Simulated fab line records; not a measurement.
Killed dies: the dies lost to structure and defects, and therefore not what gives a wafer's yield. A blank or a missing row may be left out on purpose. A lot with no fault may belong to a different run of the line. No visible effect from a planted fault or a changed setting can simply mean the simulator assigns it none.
Matching of chambers | flow nand_harc | pecvd-02 running NHARC_A_STAIRCASE_DEP_156: 3 sister chambers
The step deposits SiNx, target thk 50 nm. 3 wafers are shown with their chamber, then 7 later ones without.

== WAFERS, EACH WITH ITS CHAMBER ==
wafer  | chamber | heater_power_w (W)
L085.6 | 1       | 551
L090.2 | 2       | 659
L090.5 | 0       | 719

== WAFERS WITH NO CHAMBER GIVEN ==
wafer  | heater_power_w (W)
L090.6 | 636
L093.1 | 734
L093.2 | 593
L093.5 | 577
L096.2 | 715
L096.3 | 523
L096.6 | 721

== EACH ONE'S CHAMBER ==
wafer  | from the rows above     | in truth
L090.6 | 2                       | 2
L093.1 | 0                       | 0
L093.2 | can't be placed: 1 or 2 | 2
L093.5 | 1                       | 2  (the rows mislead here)
L096.2 | 0                       | 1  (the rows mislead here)
L096.3 | 1                       | 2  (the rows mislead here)
L096.6 | 0                       | 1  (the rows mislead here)
Correctly placed: 2 of 7. From these rows, 1 cannot be placed; in 1 the true chamber is one of the candidates. Placed wrongly: 4.
How it was worked out, from the rows above alone: a wafer's distance from a chamber is the root of the sum, over the readings, of the square of ((its reading less the chamber's mean) divided by the reading's scatter). The wafer belongs to the nearest chamber; if the next one is less than 2 further off, it can't be placed. The mean given for a chamber averages the wafers shown for that chamber. The scatter (one wafer shown for each chamber): square how far every hidden wafer sits from the nearest shown wafer, average those squares and take the square root.
